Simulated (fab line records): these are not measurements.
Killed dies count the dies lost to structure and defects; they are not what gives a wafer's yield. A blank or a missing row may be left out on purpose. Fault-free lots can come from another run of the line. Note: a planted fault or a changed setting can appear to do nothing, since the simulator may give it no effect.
fab line records ; flow n5-finfet
record: lots: 11; wafers: 33; last-day: 17
route steps=1938 shown BEOL_M9@1404 PASSIVATION@1905
lots with no fault: from the same line, run without faults
start-h: the number of hours between the record's first day and the start of the first shown wafer of the lot ; wait-h: how many hours have passed since the lot's step before this one ; " the same as in the row above ; L1.1+2: several wafers, shown together as one row ; - no value, or no start was given ; * or withheld: withheld ; < > ~ a bound
route shown NAME@n: names a module that has steps shown in the file, with the first one's number in the route ; usual: mean/standard deviation of fault-free wafers ; same: alike in all rows ; chamber/n: place in a boat ; sites: readings site by site ; _std_site: standard deviation of those values ; _edge_site: inner sites' mean taken away from outer sites' mean ; radius-mm: for every site, how far away it sits from the centre of the wafer ; mask NAME#n: copy n ; behind: the tool/chamber that last shaped the wafer ; hold: reason for holding the lot/hours on hold/outcome of the hold ; device: whichever transistor did not switch (one of n, p or np) ; end of line: the same wafers' tests at the end of the route ; a step with no rows: only its recipe ; killed: dies that structure and defects cost at the first sort, which is not the same as the wafer's yield ; map: shows each die of a wafer: x if killed, . if not, _ if none is there
set.NAME: the setting the step ran with; set.NAME@STEP: the setting that earlier step ran with ; model.NAME: the simulator's own value behind a step, which no gauge read
steps of the route over a sample of lots; a table a step, a row a wafer
services: the hour from which a tool's chamber was out of use, counted from the record's first day as start-h (under 0 if before that day), plus the number of hours and why
== steps ==
step: N5_BEOL_M9_PECVD_70
recipe: material: SiO2; target-thk-a: 200; temp-c: 400; precursor: TEOS/O2; pressure-torr: 5.5; rf-w: 450; teos-flow-sccm: 53.8; gas: O2; flow-sccm: 3000; time-s: 22.7
usual: heater-power-w: 705/95; rf-fwd-power-W: 445.1/1.9; showerhead-plenum-p-Torr: 8.76/0.063; throttle-valve-pct: 21.9/0.99
lot.wafer;tool;chamber;start-h;wait-h;heater-power-w;rf-fwd-power-W;showerhead-plenum-p-Torr;since-wet-clean-h;throttle-valve-pct
L468.1;pecvd-04;1;220.40;0.0;807;449.2;8.77;1649;20.9
L468.2;pecvd-04;2;220.40;0.0;813;445.9;8.74;370;21.1
L468.5;pecvd-04;1;220.40;0.0;824;446.3;8.75;-;21.2
L469.2;pecvd-01;1;226.51;0.0;610;445.3;8.91;2018;22.5
L469.4;pecvd-01;2;226.51;0.0;639;445.4;8.70;-;21.4
L469.5;pecvd-01;0;226.51;0.0;748;445.2;8.76;-;22.4
L470.3;pecvd-04;2;230.67;0.0;867;447.2;8.73;380;20.9
L470.5;pecvd-04;1;230.67;0.0;775;446.7;8.75;-;21.3
L470.6;pecvd-04;0;230.67;0.0;615;441.0;8.73;-;21.7
L473.2;pecvd-03;1;249.52;0.0;632;445.5;8.80;1860;24.4
L473.5;pecvd-03;0;249.52;0.0;776;447.1;8.81;-;23.1
L473.6;pecvd-03;1;249.52;0.0;657;446.8;8.83;-;24.6
L474.1;pecvd-04;2;254.57;0.0;782;443.7;8.72;404;21.1
L474.2;pecvd-04;0;254.57;0.0;589;442.3;8.73;958;21.9
L474.3;pecvd-04;1;254.57;0.0;756;445.9;8.74;1683;21.0
L477.1;pecvd-04;0;255.29;0.0;615;443.6;8.71;959;22.0
L477.3;pecvd-04;1;255.29;0.0;750;447.2;8.74;1684;20.9
L477.6;pecvd-04;1;255.29;0.0;751;444.7;8.76;-;21.1
L475.1;pecvd-04;2;262.28;0.0;876;444.4;8.77;412;21.1
L475.3;pecvd-04;1;262.28;0.0;752;446.1;8.75;1691;20.9
L475.5;pecvd-04;0;262.28;0.0;658;443.6;8.73;-;21.7
L485.4;pecvd-03;1;316.14;0.1;734;445.1;8.82;-;24.7
L485.5;pecvd-03;2;316.14;0.1;764;446.2;8.72;-;21.0
L485.6;pecvd-03;0;316.14;0.1;829;446.5;8.82;-;23.1
L488.1;pecvd-01;2;320.62;0.0;606;448.0;8.69;633;21.6
L488.2;pecvd-01;0;320.62;0.0;741;443.5;8.75;1387;22.4
L488.3;pecvd-01;1;320.62;0.0;560;444.2;8.89;2112;22.7
L486.1;pecvd-03;0;326.62;0.0;772;446.9;8.82;1212;22.7
L486.4;pecvd-03;0;326.62;0.0;789;445.5;8.82;-;23.1
L486.6;pecvd-03;2;326.62;0.0;721;445.7;8.71;-;21.1
L490.1;pecvd-04;0;342.13;0.0;600;442.9;8.73;1046;21.8
L490.3;pecvd-04;2;342.13;0.0;860;446.9;8.72;491;21.3
L490.6;pecvd-04;1;342.13;0.0;810;447.6;8.75;-;21.0
step: N5_PASSIVATION_CD_MEAS_30
recipe: target-cd-nm: 4000; landing-energy-ev: 500; detector: se-inlens; polarity: opening
usual: cd-nm: 4000.2/1.5
lot.wafer;tool;chamber;start-h;wait-h;cd-nm
L468.1;cd-sem-03;0;278.44;-;4001.3
L468.2;cd-sem-03;0;278.44;-;4000.8
L468.5;cd-sem-03;0;278.44;-;4001.9
L469.2;cd-sem-03;0;278.86;-;4001.0
L469.4;cd-sem-03;0;278.86;-;4001.7
L469.5;cd-sem-03;0;278.86;-;4002.1
L470.3;cd-sem-03;0;283.86;-;4003.2
L470.5;cd-sem-03;0;283.86;-;4002.0
L470.6;cd-sem-03;0;283.86;-;4002.3
L477.1;cd-sem-03;0;305.54;-;3998.1
L477.3;cd-sem-03;0;305.54;-;4001.6
L477.6;cd-sem-03;0;305.54;-;3999.8
L473.2;cd-sem-03;0;306.63;-;3997.7
L473.5;cd-sem-03;0;306.63;-;3998.0
L473.6;cd-sem-03;0;306.63;-;3999.4
L474.1;cd-sem-01;0;308.56;-;4000.1
L474.2;cd-sem-01;0;308.56;-;3999.8
L474.3;cd-sem-01;0;308.56;-;3999.5
L475.1;cd-sem-01;0;315.36;-;3998.8
L475.3;cd-sem-01;0;315.36;-;4000.4
L475.5;cd-sem-01;0;315.36;-;3997.8
L485.4;cd-sem-02;0;369.06;-;3999.1
L485.5;cd-sem-02;0;369.06;-;3999.8
L485.6;cd-sem-02;0;369.06;-;4000.6
L488.1;cd-sem-02;0;374.48;-;3999.9
L488.2;cd-sem-02;0;374.48;-;4001.8
L488.3;cd-sem-02;0;374.48;-;4001.7
L486.1;cd-sem-01;0;377.63;-;3999.8
L486.4;cd-sem-01;0;377.63;-;4000.8
L486.6;cd-sem-01;0;377.63;-;4001.7
L490.1;cd-sem-03;0;406.74;-;3997.9
L490.3;cd-sem-03;0;406.74;-;3997.3
L490.6;cd-sem-03;0;406.74;-;3999.0
step: N5_PASSIVATION_STRIP_34
recipe: chemistry: O2; power-w: 600; temp-c: 60; pressure-mtorr: 30; rf-frequency-hz: 6e+07; bias-power-w: 0; overash-fraction: 2; o2-flow-sccm: 225
usual: chamber-pressure-mTorr: 30.01/0.11; drypump-motor-current-A: 5.7/0.49; oes-product-au: 0.79/0.085; rf-vpp-V: 3.7/1.5; showerhead-plenum-p-Torr: 2.11/0.073; throttle-valve-pct: 16.68/0.24
lot.wafer;tool;chamber;start-h;wait-h;chamber-pressure-mTorr;drypump-motor-current-A;oes-product-au;rf-hours-counter-h;rf-vpp-V;showerhead-plenum-p-Torr;throttle-valve-pct
L468.1;rie-diel-01;1;279.14;0.1;30.03;5.6;0.80;98;6.1;2.19;16.51
L468.2;rie-diel-01;0;279.14;0.1;29.94;5.6;0.71;226;6.8;1.98;16.92
L468.5;rie-diel-01;2;279.14;0.1;30.21;5.1;0.94;-;1.6;2.15;16.66
L469.2;rie-diel-06;3;279.56;0.1;30.02;6.4;0.74;168;1.6;2.08;16.98
L469.4;rie-diel-06;2;279.56;0.1;30.04;5.4;0.70;-;3.7;2.16;17.13
L469.5;rie-diel-06;3;279.56;0.1;30.08;6.4;0.74;-;3.8;2.08;16.93
L470.3;rie-diel-06;3;284.58;0.1;29.24;6.4;0.72;170;2.5;2.08;16.96
L470.5;rie-diel-06;3;284.58;0.1;29.98;6.4;0.74;-;1.6;2.08;16.96
L470.6;rie-diel-06;0;284.58;0.1;29.82;5.8;0.85;-;2.9;2.04;16.54
L477.1;rie-diel-01;3;306.24;0.1;29.99;6.2;0.72;178;6.6;2.18;16.79
L477.3;rie-diel-01;2;306.24;0.1;30.05;5.0;0.93;13;4.9;2.14;16.60
L477.6;rie-diel-01;2;306.24;0.1;30.10;5.0;0.93;-;4.3;2.14;16.62
L473.2;rie-diel-02;0;307.53;0.1;30.13;5.5;0.88;40;4.6;2.22;16.33
L473.5;rie-diel-02;1;307.53;0.1;30.02;6.5;0.95;-;5.2;2.15;16.40
L473.6;rie-diel-02;2;307.53;0.1;30.11;6.1;0.74;-;5.0;2.19;16.64
L474.1;rie-diel-02;0;309.54;0.1;30.06;5.5;0.87;41;2.6;2.22;16.38
L474.2;rie-diel-02;1;309.54;0.1;30.07;6.5;0.98;5;1.9;2.15;16.35
L474.3;rie-diel-02;2;309.54;0.1;30.14;6.1;0.74;155;2.1;2.19;16.68
L475.1;rie-diel-02;2;316.05;0.1;30.06;6.1;0.73;157;2.2;2.19;16.67
L475.3;rie-diel-02;0;316.05;0.1;29.97;5.5;0.85;43;4.8;2.22;16.35
L475.5;rie-diel-02;1;316.05;0.1;30.08;6.5;0.94;-;2.8;2.15;16.40
L485.4;rie-diel-01;2;369.86;0.1;29.99;5.0;0.89;-;2.7;2.13;16.65
L485.5;rie-diel-01;1;369.86;0.1;30.04;5.6;0.76;-;3.3;2.18;16.55
L485.6;rie-diel-01;3;369.86;0.1;30.02;6.2;0.71;-;2.2;2.17;16.83
L488.1;rie-diel-02;1;375.70;0.2;30.06;6.5;0.90;29;4.7;2.14;16.39
L488.2;rie-diel-02;0;375.70;0.2;30.04;5.5;0.87;64;5.3;2.21;16.35
L488.3;rie-diel-02;2;375.70;0.2;30.01;6.1;0.73;179;6.1;2.18;16.63
L486.1;rie-diel-02;1;378.82;0.2;30.06;6.5;0.90;30;6.7;2.14;16.47
L486.4;rie-diel-02;3;378.82;0.2;29.93;5.9;0.70;203;4.8;1.99;16.62
L486.6;rie-diel-02;1;378.82;0.2;30.06;6.5;0.89;-;4.8;2.14;16.43
L490.1;rie-diel-02;3;407.47;0.1;30.02;5.9;0.69;213;6.0;1.99;16.62
L490.3;rie-diel-02;0;407.47;0.1;30.08;5.5;0.83;76;3.8;2.20;16.35
L490.6;rie-diel-02;2;407.47;0.1;30.04;6.1;0.72;-;3.5;2.17;16.72
step: N5_PASSIVATION_PROBE_49
usual: defect-limited-yield: 91.2/1.4; killed_at_M0_to_M3: 34/9.4; killed_at_M4_up: 13/5.8; killed-at-contacts: 13/6.4; killed-at-front-end: 41/11; killed-at-other: 3.1/2.3; killed-dies: 103/16; killed-open: 69/12; killed-short: 33/7.8; sort_bin_5_function: 5.1/0.91; sort_bin_6_memory: 3.3/0.63; sort-n-pass: 1077/16; sort-yield-pct: 91.2/1.4
same: gross-dies: 1180; killed-at-back-side: 0; sort_bin_4_leakage[%]: 0; sort_bin_8_speed[%]: 0
lot.wafer;tool;chamber;start-h;wait-h;defect-limited-yield[%];killed_at_M0_to_M3;killed_at_M4_up;killed-at-contacts;killed-at-front-end;killed-at-other;killed-dies;killed-open;killed-short;sort_bin_5_function[%];sort_bin_6_memory[%];sort-n-pass;sort-yield-pct[%]
L468.1;prober-01;-;283.44;0.0;91.4;37;12;9;42;2;102;75;26;4.7;3.6;1078;91.4
L468.2;prober-01;-;283.49;0.1;91.7;32;24;4;34;4;98;62;33;4.5;3.1;1082;91.7
L468.5;prober-01;-;283.64;0.2;94.2;30;5;3;29;2;69;47;22;3.9;1.7;1111;94.2
L469.2;prober-02;-;283.83;0.1;90.8;32;9;10;58;0;109;82;26;5.7;3.4;1071;90.8
L469.4;prober-02;-;283.93;0.2;89.6;33;7;16;64;3;123;84;38;6.6;3.4;1057;89.6
L469.5;prober-02;-;283.98;0.2;90.9;32;6;13;54;2;107;84;22;5.3;3.7;1073;90.9
L470.3;prober-01;-;289.47;0.1;89.9;45;8;14;51;1;119;64;54;6.4;3.1;1061;89.9
L470.5;prober-01;-;289.57;0.2;91.9;37;8;11;31;8;95;59;36;4.7;3.0;1085;91.9
L470.6;prober-01;-;289.62;0.3;89.7;36;14;18;53;0;121;76;45;5.9;4.0;1059;89.7
L477.1;prober-02;-;310.62;0.0;92.4;30;14;10;36;0;90;53;33;4.5;2.9;1090;92.4
L477.3;prober-02;-;310.72;0.1;92.9;28;18;14;22;2;84;55;27;4.1;2.9;1096;92.9
L477.6;prober-02;-;310.87;0.3;89.2;40;23;19;41;5;128;88;40;6.8;3.6;1052;89.2
L473.2;prober-02;-;312.64;0.1;91.6;35;19;8;36;1;99;74;25;4.5;3.6;1081;91.6
L473.5;prober-02;-;312.79;0.2;91.2;32;5;13;52;2;104;78;26;4.9;3.8;1076;91.2
L473.6;prober-02;-;312.84;0.3;89.0;36;18;19;51;6;130;86;44;6.8;4.0;1050;89.0
L474.1;prober-01;-;313.93;0.0;91.9;41;20;10;22;3;96;57;39;4.9;3.1;1084;91.9
L474.2;prober-01;-;313.98;0.1;90.9;28;14;10;52;3;107;76;31;5.4;3.6;1073;90.9
L474.3;prober-01;-;314.03;0.1;91.9;36;16;0;43;1;96;68;24;4.9;2.8;1084;91.9
L475.1;prober-01;-;320.35;0.0;89.9;35;6;15;55;8;119;89;30;5.8;4.2;1061;89.9
L475.3;prober-01;-;320.45;0.1;82.9;43;101;5;50;3;202;75;31;10.3;5.3;978;82.9
L475.5;prober-01;-;320.55;0.2;92.3;37;7;13;33;1;91;70;20;4.7;3.0;1089;92.3
L485.4;prober-01;-;374.17;0.2;93.7;40;7;4;16;7;74;48;25;4.2;1.9;1106;93.7
L485.5;prober-01;-;374.22;0.2;93.1;29;14;13;25;0;81;56;24;4.0;2.5;1099;93.1
L485.6;prober-01;-;374.27;0.3;94.1;33;11;4;17;5;70;48;19;3.3;2.4;1110;94.1
L488.1;prober-01;-;380.03;0.0;90.3;25;18;12;55;4;114;76;35;5.6;3.3;1066;90.3
L488.2;prober-01;-;380.08;0.1;91.1;25;20;7;50;3;105;69;36;5.5;3.1;1075;91.1
L488.3;prober-01;-;380.13;0.1;88.1;44;7;12;72;6;141;88;48;6.7;4.5;1039;88.1
L486.1;prober-02;-;384.03;0.0;88.9;58;19;4;46;4;131;81;46;6.0;4.2;1049;88.9
L486.4;prober-02;-;384.18;0.2;93.1;33;4;11;33;0;81;58;22;4.1;2.5;1099;93.1
L486.6;prober-02;-;384.28;0.3;90.8;49;15;12;29;3;108;82;23;5.8;3.2;1072;90.8
L490.1;prober-01;-;411.76;0.0;90.2;36;15;23;38;4;116;86;27;5.8;3.6;1064;90.2
L490.3;prober-01;-;411.86;0.1;93.5;27;9;10;28;3;77;54;22;4.2;2.0;1103;93.5
L490.6;prober-01;-;412.01;0.3;91.4;23;20;7;51;0;101;60;38;5.3;2.8;1079;91.4
killed by level:class
L468.1 FIN_SAQP:geometric-particle:open=10 BEOL_M2:geometric-particle:open=9 BEOL_M3:geometric-particle:open=8 DUMMY_GATE:geometric-particle:open=7 MOL_CONTACT_COAG:geometric-particle:open=7 BEOL_M4:geometric-particle:open=7 FIN_SAQP:geometric-particle:short=6 BEOL_M0_SAQP:geometric-particle:open=6
L468.2 FIN_SAQP:geometric-particle:open=8 BEOL_M1:geometric-particle:open=7 BEOL_M2:geometric-particle:open=7 BEOL_M4:geometric-particle:open=6 BEOL_M0_SAQP:geometric-particle:short=5 BEOL_M3:geometric-particle:open=5 BEOL_M5:geometric-particle:short=5 DUMMY_GATE:geometric-particle:short=4
L468.5 BEOL_M3:geometric-particle:open=11 FIN_SAQP:geometric-particle:open=6 DUMMY_GATE:geometric-particle:open=5 BEOL_M1:geometric-particle:open=4 BEOL_M2:geometric-particle:open=4 GATE_CUT:geometric-particle:short=3 MOL_CONTACT_COAG:geometric-particle:open=3 BEOL_M0_SAQP:geometric-particle:open=3
L469.2 STI_FIN_REVEAL:geometric-particle:open=19 FIN_SAQP:geometric-particle:open=15 BEOL_M2:geometric-particle:open=11 MOL_CONTACT_COAG:geometric-particle:open=8 BEOL_M1:geometric-particle:open=6 FIN_SAQP:geometric-particle:short=5 BEOL_M0_SAQP:geometric-particle:open=5 BEOL_M0_SAQP:geometric-particle:short=5
L469.4 MOL_CONTACT_COAG:geometric-particle:open=15 FIN_SAQP:geometric-particle:open=14 STI_FIN_REVEAL:geometric-particle:open=14 FIN_SAQP:geometric-particle:short=10 BEOL_M1:geometric-particle:short=8 BEOL_M2:geometric-particle:open=7 ILD0:geometric-particle:open=5 BEOL_M0_SAQP:geometric-particle:open=5
L469.5 STI_FIN_REVEAL:geometric-particle:open=18 MOL_CONTACT_COAG:geometric-particle:open=13 FIN_SAQP:geometric-particle:open=12 BEOL_M0_SAQP:geometric-particle:open=9 STARTING-WAFER:geometric-particle:open=6 FIN_SAQP:geometric-particle:short=5 BEOL_M0:geometric-particle:open=5 BEOL_M2:geometric-particle:open=5
L470.3 BEOL_M0_SAQP:geometric-particle:short=18 MOL_CONTACT_COAG:geometric-particle:open=12 FIN_SAQP:geometric-particle:open=11 FIN_SAQP:geometric-particle:short=10 BEOL_M0_SAQP:geometric-particle:open=10 GATE_CUT:geometric-particle:short=9 BEOL_M1:geometric-particle:open=7 DUMMY_GATE:geometric-particle:open=6
L470.5 MOL_CONTACT_COAG:geometric-particle:open=9 BEOL_M0_SAQP:geometric-particle:short=8 BEOL_M1:geometric-particle:open=7 GATE_CUT:geometric-particle:short=6 DUMMY_GATE:geometric-particle:open=5 STI_FIN_REVEAL:geometric-particle:open=4 BEOL_M0:geometric-particle:open=4 BEOL_M1:geometric-particle:short=4
L470.6 FIN_SAQP:geometric-particle:open=16 BEOL_M0_SAQP:geometric-particle:short=12 MOL_CONTACT_COAG:geometric-particle:open=10 BEOL_M0_SAQP:geometric-particle:open=10 MOL_CONTACT_COAG:geometric-particle:short=8 FIN_SAQP:geometric-particle:short=7 ILD0:geometric-particle:open=7 ILD0:geometric-particle:short=6
L477.1 MOL_CONTACT_COAG:geometric-particle:open=9 FIN_SAQP:geometric-particle:open=8 BEOL_M0_SAQP:geometric-particle:open=8 BEOL_M0_SAQP:geometric-particle:short=7 GATE_CUT:geometric-particle:short=6 BEOL_M4:geometric-particle:open=6 GATE_CUT:geometric-particle:open=5 BEOL_M4:geometric-particle:short=5
L477.3 BEOL_M0_SAQP:geometric-particle:open=12 MOL_CONTACT_COAG:geometric-particle:open=11 BEOL_M4:geometric-particle:open=9 BEOL_M0_SAQP:geometric-particle:short=7 FIN_SAQP:geometric-particle:short=6 GATE_CUT:geometric-particle:short=4 MOL_CONTACT_COAG:geometric-particle:short=3 BEOL_M0:geometric-particle:open=3
L477.6 MOL_CONTACT_COAG:geometric-particle:open=17 BEOL_M0_SAQP:geometric-particle:short=15 BEOL_M4:geometric-particle:open=11 STI_FIN_REVEAL:geometric-particle:open=10 GATE_CUT:geometric-particle:short=7 BEOL_M0_SAQP:geometric-particle:open=7 BEOL_M1:geometric-particle:open=7 BEOL_M0:geometric-particle:open=5
L473.2 FIN_SAQP:geometric-particle:open=12 BEOL_M3:geometric-particle:open=9 BEOL_M0_SAQP:geometric-particle:short=8 BEOL_M4:geometric-particle:open=8 STI_FIN_REVEAL:geometric-particle:open=7 MOL_CONTACT_COAG:geometric-particle:open=7 BEOL_M1:geometric-particle:open=5 BEOL_M2:geometric-particle:open=5
L473.5 FIN_SAQP:geometric-particle:open=18 STI_FIN_REVEAL:geometric-particle:open=14 BEOL_M2:geometric-particle:open=13 MOL_CONTACT_COAG:geometric-particle:open=11 FIN_SAQP:geometric-particle:short=6 BEOL_M0_SAQP:geometric-particle:open=6 BEOL_M0_SAQP:geometric-particle:short=4 BEOL_M4:geometric-particle:open=4
L473.6 FIN_SAQP:geometric-particle:open=14 MOL_CONTACT_COAG:geometric-particle:open=14 FIN_SAQP:geometric-particle:short=13 BEOL_M4:geometric-particle:open=10 STI_FIN_REVEAL:geometric-particle:open=9 BEOL_M3:geometric-particle:open=8 BEOL_M1:geometric-particle:open=7 BEOL_M0_SAQP:geometric-particle:short=6
L474.1 BEOL_M0_SAQP:geometric-particle:short=12 BEOL_M3:geometric-particle:open=10 BEOL_M0_SAQP:geometric-particle:open=9 STI_FIN_REVEAL:geometric-particle:open=7 BEOL_M4:geometric-particle:short=5 MOL_CONTACT_COAG:geometric-particle:short=5 MOL_CONTACT_COAG:geometric-particle:open=5 BEOL_M4:geometric-particle:open=5
L474.2 STI_FIN_REVEAL:geometric-particle:open=24 BEOL_M0_SAQP:geometric-particle:short=10 MOL_CONTACT_COAG:geometric-particle:open=9 FIN_SAQP:geometric-particle:open=8 DUMMY_GATE:geometric-particle:open=6 BEOL_M0_SAQP:geometric-particle:open=6 BEOL_M4:geometric-particle:open=6 BEOL_M3:geometric-particle:open=5
L474.3 STI_FIN_REVEAL:geometric-particle:open=22 BEOL_M0_SAQP:geometric-particle:open=12 BEOL_M0_SAQP:geometric-particle:short=8 DUMMY_GATE:geometric-particle:open=7 BEOL_M2:geometric-particle:open=7 BEOL_M5:geometric-particle:open=5 STI_FIN_REVEAL:geometric-particle:short=3 BEOL_M1:geometric-particle:open=3
L475.1 FIN_SAQP:geometric-particle:open=15 MOL_CONTACT_COAG:geometric-particle:open=11 BEOL_M2:geometric-particle:open=11 STI_FIN_REVEAL:geometric-particle:open=9 DUMMY_GATE:geometric-particle:open=8 BEOL_M0_SAQP:geometric-particle:open=8 FIN_SAQP:geometric-particle:short=7 GATE_CUT:geometric-particle:short=5
L475.3 BEOL_M9:unspecified=96 BEOL_M1:geometric-particle:open=12 FIN_SAQP:geometric-particle:short=11 FIN_SAQP:geometric-particle:open=10 STI_FIN_REVEAL:geometric-particle:open=10 BEOL_M2:geometric-particle:open=10 BEOL_M0_SAQP:geometric-particle:open=6 BEOL_M0_SAQP:geometric-particle:short=5
L475.5 MOL_CONTACT_COAG:geometric-particle:open=11 BEOL_M2:geometric-particle:open=11 STI_FIN_REVEAL:geometric-particle:open=10 FIN_SAQP:geometric-particle:open=6 BEOL_M0_SAQP:geometric-particle:open=6 BEOL_M1:geometric-particle:open=6 BEOL_M3:geometric-particle:open=4 GATE_CUT:geometric-particle:open=4
L485.4 BEOL_M3:geometric-particle:open=14 BEOL_M0_SAQP:geometric-particle:short=10 BEOL_M0_SAQP:geometric-particle:open=7 PASS1_CAP:geometric-particle:open=4 STARTING-WAFER:geometric-particle:open=4 DUMMY_GATE:geometric-particle:open=3 MOL_CONTACT_COAG:geometric-particle:open=3 BEOL_M0:geometric-particle:open=3
L485.5 MOL_CONTACT_COAG:geometric-particle:open=10 BEOL_M3:geometric-particle:open=10 ILD0:geometric-particle:open=5 BEOL_M1:geometric-particle:open=4 BEOL_M3:geometric-particle:short=4 FIN_SAQP:geometric-particle:open=3 ILD0:geometric-particle:short=3 MOL_CONTACT_COAG:geometric-particle:short=3
L485.6 BEOL_M3:geometric-particle:open=12 BEOL_M4:geometric-particle:open=7 BEOL_M2:geometric-particle:open=5 BEOL_M2:geometric-particle:short=4 BEOL_M3:geometric-particle:short=4 FIN_SAQP:geometric-particle:open=3 MOL_CONTACT_COAG:geometric-particle:open=3 BEOL_M0_SAQP:geometric-particle:open=3
L488.1 STI_FIN_REVEAL:geometric-particle:open=14 FIN_SAQP:geometric-particle:short=11 MOL_CONTACT_COAG:geometric-particle:open=11 FIN_SAQP:geometric-particle:open=10 BEOL_M4:geometric-particle:open=8 BEOL_M0_SAQP:geometric-particle:open=6 BEOL_M3:geometric-particle:open=6 DUMMY_GATE:geometric-particle:open=4
L488.2 FIN_SAQP:geometric-particle:open=13 FIN_SAQP:geometric-particle:short=12 BEOL_M0_SAQP:geometric-particle:open=8 STI_FIN_REVEAL:geometric-particle:open=7 GATE_CUT:geometric-particle:short=6 MOL_CONTACT_COAG:geometric-particle:open=6 BEOL_M0_SAQP:geometric-particle:short=6 BEOL_M6:geometric-particle:open=6
L488.3 STI_FIN_REVEAL:geometric-particle:open=15 FIN_SAQP:geometric-particle:short=14 FIN_SAQP:geometric-particle:open=14 BEOL_M0_SAQP:geometric-particle:short=10 MOL_CONTACT_COAG:geometric-particle:open=9 BEOL_M0_SAQP:geometric-particle:open=9 BEOL_M2:geometric-particle:open=9 BEOL_M0:geometric-particle:open=7
L486.1 BEOL_M0_SAQP:geometric-particle:short=21 BEOL_M0_SAQP:geometric-particle:open=15 GATE_CUT:geometric-particle:open=8 BEOL_M1:geometric-particle:open=7 BEOL_M4:geometric-particle:open=7 FIN_SAQP:geometric-particle:open=6 BEOL_M2:geometric-particle:open=6 DUMMY_GATE:geometric-particle:open=6
L486.4 MOL_CONTACT_COAG:geometric-particle:open=10 BEOL_M2:geometric-particle:open=8 BEOL_M1:geometric-particle:open=7 DUMMY_GATE:geometric-particle:open=5 BEOL_M0_SAQP:geometric-particle:open=5 FIN_SAQP:geometric-particle:open=4 STI_FIN_REVEAL:geometric-particle:open=4 GATE_CUT:geometric-particle:open=4
L486.6 BEOL_M1:geometric-particle:open=15 BEOL_M2:geometric-particle:open=10 BEOL_M0_SAQP:geometric-particle:open=10 MOL_CONTACT_COAG:geometric-particle:open=9 BEOL_M0_SAQP:geometric-particle:short=7 FIN_SAQP:geometric-particle:open=6 DUMMY_GATE:geometric-particle:open=6 STI_FIN_REVEAL:geometric-particle:open=5
L490.1 MOL_CONTACT_COAG:geometric-particle:open=21 BEOL_M1:geometric-particle:open=10 BEOL_M2:geometric-particle:open=9 BEOL_M3:geometric-particle:open=7 GATE_CUT:geometric-particle:short=6 FIN_SAQP:geometric-particle:short=4 STI_FIN_REVEAL:geometric-particle:open=4 GATE_CUT:geometric-particle:open=4
L490.3 BEOL_M1:geometric-particle:open=10 MOL_CONTACT_COAG:geometric-particle:open=8 FIN_SAQP:geometric-particle:short=6 BEOL_M0_SAQP:geometric-particle:open=6 FIN_SAQP:geometric-particle:open=4 GATE_CUT:geometric-particle:open=4 STARTING-WAFER:geometric-particle:open=4 BEOL_M1:geometric-particle:short=3
L490.6 FIN_SAQP:geometric-particle:short=14 FIN_SAQP:geometric-particle:open=10 MOL_CONTACT_COAG:geometric-particle:open=6 BEOL_M0_SAQP:geometric-particle:short=6 BEOL_M2:geometric-particle:open=6 BEOL_M6:geometric-particle:open=5 STI_FIN_REVEAL:geometric-particle:open=4 ILD0:geometric-particle:short=4
== services ==
tool;chamber;start-h;hours;kind
rie-diel-02;3;198.03;6.0;repair
pecvd-04;1;199.92;5.5;scheduled-down
pecvd-03;-;204.38;14.6;pm
rie-diel-01;2;231.57;-;clean
rie-diel-01;2;231.57;-;consumable-replace:focus-ring
rie-diel-01;2;231.57;32.8;scheduled-down
rie-diel-01;2;231.57;32.8;vent-cycle
pecvd-04;2;239.49;10.0;repair
rie-diel-02;-;241.53;15.6;pm
pecvd-04;2;249.51;2.1;scheduled-down
pecvd-03;2;250.98;2.1;scheduled-down
rie-diel-06;1;266.28;23.2;repair
pecvd-03;-;275.77;0.4;repair
rie-diel-02;1;277.02;-;clean
rie-diel-02;1;277.02;-;consumable-replace:focus-ring
rie-diel-02;1;277.02;15.9;scheduled-down
rie-diel-02;1;277.02;15.9;vent-cycle
pecvd-03;-;280.65;5.5;pm
pecvd-01;0;308.57;10.3;repair
pecvd-04;-;324.79;6.0;pm
pecvd-01;-;334.76;2.8;pm
rie-diel-06;3;353.66;29.7;repair
rie-diel-06;1;363.58;4.0;repair
pecvd-01;-;383.50;1.4;repair
== key ==
first-sign: step: N5_PASSIVATION_PROBE_49; reading: killed_at_M4_up; direction: up; sigmas: 15; usual: 13; struck: 101
effect: step: N5_PASSIVATION_PROBE_49; reading: defect-limited-yield; direction: down; sigmas: 6.1; usual: 91.2; struck: 82.9
more-kills-born-at: N5_BEOL_M9_PECVD_70@pecvd-04: 96
met-at N5_BEOL_M9_PECVD_70
struck-lots L475
struck-wafers L475.3
not-acting-at N5_PASSIVATION_CD_MEAS_30,N5_PASSIVATION_STRIP_34
onset-between 255.29 262.28
fault: kind: chamber-particle-source; tool: pecvd-04; chamber: 1; onset-h: 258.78; steps: N5_BEOL_M9_PECVD_70; rate-per-visit-cm2: 0.37672; end-h: 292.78
